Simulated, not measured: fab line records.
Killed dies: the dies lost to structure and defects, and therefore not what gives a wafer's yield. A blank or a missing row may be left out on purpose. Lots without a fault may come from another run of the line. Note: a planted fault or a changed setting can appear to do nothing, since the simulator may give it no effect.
Matching of chambers	flow nand_harc	NHARC_A_STAIRCASE_DEP_156 on pecvd-02: 3 sister chambers
The step deposits SiNx, target thk 50 nm. 22 wafers are shown with their chamber, then 11 later ones without.

== EACH WAFER AND ITS CHAMBER ==
wafer	chamber	heater_power_w (W)	rf_fwd_power_W (W)
L074.3	2	704	446.4
L074.4	0	719	449.0
L074.5	1	763	449.8
L076.2	2	568	450.3
L076.5	1	796	446.9
L076.6	2	580	448.4
L078.3	1	722	447.1
L078.5	0	613	447.8
L078.6	1	728	447.5
L082.1	1	717	446.3
L082.2	2	697	449.2
L082.3	0	628	448.2
L081.1	2	666	450.4
L081.4	1	831	448.1
L081.5	0	626	447.9
L086.1	0	692	449.4
L086.4	2	645	449.2
L086.6	1	808	450.0
L087.3	1	676	447.6
L087.4	1	690	447.9
L087.6	0	579	447.4
L088.4	0	582	448.4

SIGNATURES (averages over the wafers above)
reading	chamber 0	chamber 1	chamber 2	scatter within a chamber
heater_power_w	634.14	747.89	643.33	54.9
rf_fwd_power_W	448.300	447.911	448.983	1.18
Rule: a wafer lies at a distance from a chamber equal to the root of the sum of squares, over the readings, of (its reading less the chamber's mean, divided by the reading's scatter). If the next closest chamber is less than 2 further off than the closest, the wafer can't be placed; otherwise it belongs to the closest. The scatter: the root of (the sum of the squares of (reading less its chamber's mean) over the shown wafers, divided by (wafers less chambers)).

== WAFERS WITHOUT THEIR CHAMBER ==
wafer	heater_power_w (W)	rf_fwd_power_W (W)
L088.5	778	446.6
L088.6	585	446.9
L091.1	591	448.3
L091.4	614	448.7
L091.5	777	448.8
L095.2	764	452.8
L095.4	727	448.0
L095.6	624	447.5
L097.1	642	447.8
L097.2	641	449.7
L097.6	613	447.0

== EACH ONE'S CHAMBER ==
wafer	from the rows above	in truth
L088.5	can't be placed: 1 or 0 or 2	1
L088.6	can't be placed: 0 or 2 or 1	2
L091.1	can't be placed: 0 or 2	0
L091.4	can't be placed: 0 or 2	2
L091.5	can't be placed: 1 or 2 or 0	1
L095.2	can't be placed: 2 or 1 or 0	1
L095.4	can't be placed: 1 or 0 or 2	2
L095.6	can't be placed: 0 or 2 or 1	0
L097.1	can't be placed: 0 or 2 or 1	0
L097.2	can't be placed: 2 or 0 or 1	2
L097.6	can't be placed: 0 or 2 or 1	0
Correct placement for 0 of the 11. From these rows, 11 cannot be placed; in 11 the true chamber is one of the candidates. Wrongly placed: 0.
